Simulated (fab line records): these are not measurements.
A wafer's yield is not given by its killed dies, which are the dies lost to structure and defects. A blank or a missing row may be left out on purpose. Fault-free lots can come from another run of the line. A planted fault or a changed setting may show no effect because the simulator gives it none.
Split-lot study -- flow n5-finfet -- 39 wafers read from 7 lots, route of 1938 steps

== SPLIT DETAILS ==
At N5_PMOS_HMC_CHANNEL_EPI_DESCUM_14 (chemistry O2, time 7.9 s), the setting time-s was moved away from the recipe's 7.9 s on 18 of the 39 wafers read, by -44.9% to +47.2%. For the rest of the wafers, this setting stayed at what the recipe calls for.

The split's own step is where the reading is taken.

== THE READING ==
CAR-ArF-block_of_PMOS_HMC_CHANNEL_EPI_COAT_03.thk-nm (the simulator's own value, which no gauge read), in nm, at N5_PMOS_HMC_CHANNEL_EPI_DESCUM_14 (chemistry O2, time 7.9 s). There is no usual value for it anywhere in the file. Average 198.3 nm, standard deviation 0.79 nm, over the 21 wafers here run with the recipe.

wafer,"tool, chamber at the split","time-s as run, s",against the recipe,"CAR-ArF-block_of_PMOS_HMC_CHANNEL_EPI_COAT_03.thk-nm, nm",against lot-mates on the recipe
L077.1,"rie-diel-05, 1",4.349,-44.9%,200.9,+2.6
L077.2,"rie-diel-05, 3",7.9,recipe,198.2,-
L077.3,"rie-diel-05, 0",4.349,-44.9%,201.1,+2.8
L077.4,"rie-diel-05, 0",7.9,recipe,198.7,-
L077.5,"rie-diel-05, 3",7.9,recipe,198,-
L077.6,"rie-diel-05, 1",4.349,-44.9%,200.2,+1.9
L080.1,"rie-diel-05, 3",7.9,recipe,197.6,-
L080.2,"rie-diel-05, 2",4.574,-42.1%,200.5,+2.5
L080.3,"rie-diel-05, 1",7.9,recipe,198.4,-
L080.4,"rie-diel-05, 0",7.9,recipe,198,-
L080.5,"rie-diel-05, 1",4.574,-42.1%,200.7,+2.7
L080.6,"rie-diel-05, 2",4.574,-42.1%,199.8,+1.8
L081.1,"rie-diel-01, 1",7.9,recipe,199.2,-
L081.2,"rie-diel-01, 3",7.9,recipe,198.9,-
L081.4,"rie-diel-01, 2",7.9,recipe,199,-
L084.1,"rie-diel-06, 2",7.9,recipe,197.8,-
L084.2,"rie-diel-06, 1",7.9,recipe,197.3,-
L084.3,"rie-diel-06, 0",4.928,-37.6%,200,+2.2
L084.4,"rie-diel-06, 3",7.9,recipe,198.3,-
L084.5,"rie-diel-06, 1",4.928,-37.6%,199.8,+2.0
L084.6,"rie-diel-06, 0",4.928,-37.6%,199.7,+1.9
L089.1,"rie-diel-06, 0",10.7,+35.4%,195.6,-2.0
L089.2,"rie-diel-06, 2",7.9,recipe,198,-
L089.3,"rie-diel-06, 1",7.9,recipe,197.3,-
L089.4,"rie-diel-06, 3",7.9,recipe,197.4,-
L089.5,"rie-diel-06, 0",10.7,+35.4%,195.9,-1.7
L089.6,"rie-diel-06, 3",10.7,+35.4%,196.3,-1.3
L091.1,"rie-diel-01, 3,1",11.63,+47.2%,197.5,-2.1
L091.3,"rie-diel-01, 3,1",11.63,+47.2%,197.5,-2.1
L091.2,"rie-diel-01, 0",11.63,+47.2%,196.6,-3.0
L091.4,"rie-diel-01, 2",7.9,recipe,200,-
L091.5,"rie-diel-01, 2",7.9,recipe,199.6,-
L091.6,"rie-diel-01, 3",7.9,recipe,199.2,-
L093.1,"rie-diel-01, 0",6.422,-18.7%,198.4,+0.8
L093.2,"rie-diel-01, 3",7.9,recipe,197,-
L093.3,"rie-diel-01, 1",6.422,-18.7%,198.9,+1.3
L093.4,"rie-diel-01, 2",6.422,-18.7%,198.8,+1.2
L093.5,"rie-diel-01, 0",7.9,recipe,197.9,-
L093.6,"rie-diel-01, 1",7.9,recipe,197.8,-
Where a row lists several chambers, the file gives one row for several wafers and doesn't say which wafer went through which chamber.

THE FIT
A straight line over all 39 wafers: CAR-ArF-block_of_PMOS_HMC_CHANNEL_EPI_COAT_03.thk-nm changes by -0.0438 nm for each +1% of time-s; r = -0.84; the points scatter about the line by 0.76 nm.
The same after taking each lot's own level away (the mean of its wafers on the recipe; 39 wafers): -0.0523 nm for each +1%; r = -0.97; scatter 0.34 nm.
According to that fit, moving time-s by its largest amount changes the reading by 2.5 nm.
From 197.57 to 199.60 nm: that is the span of the lots' own levels, equal to 2.6 times the standard deviation above.
So the lot-to-lot level changes the slope: the two fits differ.
Check: for one of the wafers moved furthest among these (+47.2%), held out of the fit, the line's prediction against its lot-mates is -2.46 nm. It came out at -2.1 nm against them.

== THE FILE'S OWN FIT ==
CAR-ArF-block_of_PMOS_HMC_CHANNEL_EPI_COAT_03.thk-nm changes by -0.0524 nm for each +1% of time-s, r = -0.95.
